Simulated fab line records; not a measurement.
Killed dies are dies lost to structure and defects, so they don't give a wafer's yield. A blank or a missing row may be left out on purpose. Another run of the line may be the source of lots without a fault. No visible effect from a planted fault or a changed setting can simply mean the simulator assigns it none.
2 desks looking at one fault ; flow n5-finfet ; numbers are kept per desk, each desk with only its own; the story behind them comes last

AT THE TOOL OWNER'S DESK: rie-diel-06
The tool's own readings at N5_BEOL_M11_ETCH_66 (etches SOC in N2/H2, target depth 120 nm, overetch 24 nm, time 180 s): means of the sampled wafers that have a number, for each lot that ran on this tool. The brackets show how far a lot's mean lies from the usual mean; more than 4 standard deviations puts the lot out of limits, marked OUT. Readings shown: 7 out of 8 (the first out of limits, and those lying furthest out on some lot).
Columns: A = drypump-motor-current-A at N5_BEOL_M11_ETCH_66, usual 5.7 A; B = n2-flow-sccm at N5_BEOL_M11_ETCH_66, usual 200.0 sccm; C = oes-product-au at N5_BEOL_M11_ETCH_66, usual 0.65 a.u.; D = rf-fwd-power-W at N5_BEOL_M11_ETCH_66, usual 836.6 W; E = rf-vpp-V at N5_BEOL_M11_ETCH_66, usual 523.9 V; F = run-length-s at N5_BEOL_M11_ETCH_66, usual 203.5 s; G = showerhead-plenum-p-Torr at N5_BEOL_M11_ETCH_66, usual 2.54 Torr
lot;first seen here;A;B;C;D;E;F;G
L302;day 10 13:28;5.7;200.5;0.60;836.0;521.9;203.5;2.46
L304;day 10 16:46;5.7;200.5;0.68;834.6;524.0;203.6;2.56
L307;day 11 18:11;5.8;200.2;0.67;837.5;525.0;203.5;2.55
L311;day 13 03:23;5.5;200.0;0.77;836.7;524.6;178.0 (-85) OUT;2.52
This desk's verdict: out of limits on L311, starting with L311 at day 13 03:23 (run-length-s at N5_BEOL_M11_ETCH_66). L302, L304, L307 stayed within limits.

METROLOGY DESK
What the gauges read for every lot (on any tool): the sampled wafers with a number, averaged. The brackets show how far a lot's mean lies from the usual mean; more than 4 standard deviations puts the lot out of limits, marked OUT.
Columns: A = cd-nm at N5_BEOL_M11_CD_MEAS_28, usual 70.2 nm; B = V10_OVL at N5_BEOL_M11_OVL_MEAS_29, usual -0.5 nm
lot;first seen here;A;B
L303;day 10 12:47;69.2;-0.3
L302;day 10 13:16;71.1;-1.2
L304;day 10 16:35;69.9;-0.1
L306;day 11 11:25;70.5;-0.4
L307;day 11 18:01;68.0;0.2
L311;day 13 03:13;71.4;-1.5
L313;day 13 12:49;71.0;0.8
L320;day 15 09:23;70.8;0.1
L323;day 16 05:20;70.1;-0.1
L322;day 16 05:31;69.7;-0.1
This desk's verdict: no lot among the 10 shows anything out of limits.

ALL TOGETHER
The tool owner's desk could have raised an alarm at day 13 03:23, on L311.
From the metrology desk's view, nothing was out of limits.
The metrology desk has L311 on record, within its limits.
Of the lots named, all ran N5_BEOL_M11_ETCH_66 on rie-diel-06.

WHAT THE SIMULATOR HAD PUT IN
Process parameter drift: rie-diel-06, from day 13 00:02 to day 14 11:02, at N5_BEOL_M11_ETCH_66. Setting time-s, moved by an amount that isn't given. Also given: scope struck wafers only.
Struck lots among those shown: L311.
Time in hours from fault onset to the first out-of-limits reading at each desk: the tool owner's desk, 3.
